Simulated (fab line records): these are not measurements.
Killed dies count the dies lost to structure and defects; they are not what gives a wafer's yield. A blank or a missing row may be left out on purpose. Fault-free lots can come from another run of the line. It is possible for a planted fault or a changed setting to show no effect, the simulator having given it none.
One fault seen from 3 desks || flow n5-finfet || only its own numbers are on each desk; what lay behind them is given at the end

== AT THE METROLOGY DESK ==
What the gauges read, lot by lot, whatever tool the lot ran on: means of the sampled wafers that have a number. A lot is out of limits, marked OUT, if its mean lies more than 4 standard deviations from the usual mean; the brackets give that distance. Shown here are 7 of its 10 readings, the ones lying furthest out on some lot.
Columns: A = DIBL_P at N5_BEOL_M4_RC_MEAS_101, usual 36.4 mV/V; B = IOFF_N at N5_BEOL_M4_RC_MEAS_101, usual 0.17 nA/um; C = IOFF_P at N5_BEOL_M4_RC_MEAS_101, usual 0.21 nA/um; D = ION_P at N5_BEOL_M4_RC_MEAS_101, usual 462 uA/um; E = SS_P at N5_BEOL_M4_RC_MEAS_101, usual 73.4 mV/dec; F = VT_N at N5_BEOL_M4_RC_MEAS_101, usual 249 mV; G = VT_P at N5_BEOL_M4_RC_MEAS_101, usual -251 mV
{"lot": "L379", "first seen here": "day 8 17:21", "A": 37.8, "B": 0.18, "C": 0.23, "D": 460, "E": 74.1, "F": 247, "G": -250}
{"lot": "L383", "first seen here": "day 9 17:25", "A": 37.4, "B": 0.19, "C": 0.24, "D": 464, "E": 73.6, "F": 247, "G": -250}
{"lot": "L386", "first seen here": "day 10 21:35", "A": 33.6, "B": 0.13, "C": 0.16, "D": 456, "E": 72.6, "F": 254, "G": -256}
{"lot": "L385", "first seen here": "day 10 22:04", "A": 34.2, "B": 0.15, "C": 0.19, "D": 466, "E": 72.9, "F": 249, "G": -250}
{"lot": "L389", "first seen here": "day 12 10:33", "A": 34.9, "B": 0.12, "C": 0.17, "D": 454, "E": 72.4, "F": 255, "G": -253}
{"lot": "L391", "first seen here": "day 13 01:29", "A": 37.5, "B": 0.17, "C": 0.20, "D": 450, "E": 73.3, "F": 251, "G": -255}
{"lot": "L393", "first seen here": "day 13 06:35", "A": 35.8, "B": 0.13, "C": 0.18, "D": 461, "E": 73.0, "F": 254, "G": -252}
{"lot": "L396", "first seen here": "day 13 19:34", "A": 35.1, "B": 0.14, "C": 0.17, "D": 458, "E": 73.2, "F": 251, "G": -253}
{"lot": "L398", "first seen here": "day 14 06:35", "A": 36.1, "B": 0.17, "C": 0.23, "D": 466, "E": 73.7, "F": 249, "G": -250}
{"lot": "L401", "first seen here": "day 15 11:43", "A": 33.5, "B": 0.14, "C": 0.19, "D": 463, "E": 73.0, "F": 251, "G": -252}
This desk found nothing out of limits on any of the 10 lots.

== AT THE TOOL OWNER'S DESK: rie-metal-03 ==
The tool's own readings at N5_MIM_BOT_ETCH_ETCH_03 (etches the open film in Cl2/BCl3, target depth 12 nm): means of the sampled wafers that have a number, for each lot that ran on this tool. A lot is out of limits, marked OUT, if its mean lies more than 4 standard deviations from the usual mean; the brackets give that distance.
Columns: A = bcl3-flow-sccm at N5_MIM_BOT_ETCH_ETCH_03, usual 79.98 sccm; B = bias-w at N5_MIM_BOT_ETCH_ETCH_03, usual 100.0 W; C = chamber-pressure-mTorr at N5_MIM_BOT_ETCH_ETCH_03, usual 8.001 mTorr; D = drypump-motor-current-A at N5_MIM_BOT_ETCH_ETCH_03, usual 5.5 A; E = oes-product-au at N5_MIM_BOT_ETCH_ETCH_03, usual 0.79 a.u.; F = throttle-valve-pct at N5_MIM_BOT_ETCH_ETCH_03, usual 27.51 %
{"lot": "L389", "first seen here": "day 16 21:40", "A": 79.85, "B": 100.6, "C": 8.004, "D": 5.5, "E": 0.76, "F": 27.75}
{"lot": "L391", "first seen here": "day 17 17:20", "A": 79.86, "B": 100.0, "C": 7.998, "D": 5.3, "E": 0.79, "F": 27.67}
This desk found nothing out of limits on any of the 2 lots.

== THE DEFECT DESK ==
For each lot, the counts of the inspections along the route, averaged over the sampled wafers that have a number. A lot is out of limits, marked OUT, if its mean lies more than 4 standard deviations from the usual mean; the brackets give that distance.
Columns: A = raw-defect-count at N5_MIM_TOP_LITHO_INSPECT_12, usual 2.1
{"lot": "L379", "first seen here": "day 12 15:49", "A": 2.7}
{"lot": "L383", "first seen here": "day 14 17:38", "A": 4.7}
{"lot": "L385", "first seen here": "day 14 21:42", "A": 2.7}
{"lot": "L386", "first seen here": "day 15 07:22", "A": 1.3}
{"lot": "L389", "first seen here": "day 16 20:29", "A": 0.5}
{"lot": "L393", "first seen here": "day 17 08:05", "A": 1.7}
{"lot": "L391", "first seen here": "day 17 16:23", "A": 3.7}
{"lot": "L396", "first seen here": "day 18 07:18", "A": 2.7}
{"lot": "L398", "first seen here": "day 18 15:40", "A": 2.0}
{"lot": "L401", "first seen here": "day 19 23:04", "A": 2.0}
This desk found nothing out of limits on any of the 10 lots.

== TAKEN TOGETHER ==
Metrology desk: nothing out of limits seen.
The tool owner's desk saw nothing out of limits.
The defect desk saw nothing out of limits.

== WHAT THE SIMULATOR HAD PUT IN ==
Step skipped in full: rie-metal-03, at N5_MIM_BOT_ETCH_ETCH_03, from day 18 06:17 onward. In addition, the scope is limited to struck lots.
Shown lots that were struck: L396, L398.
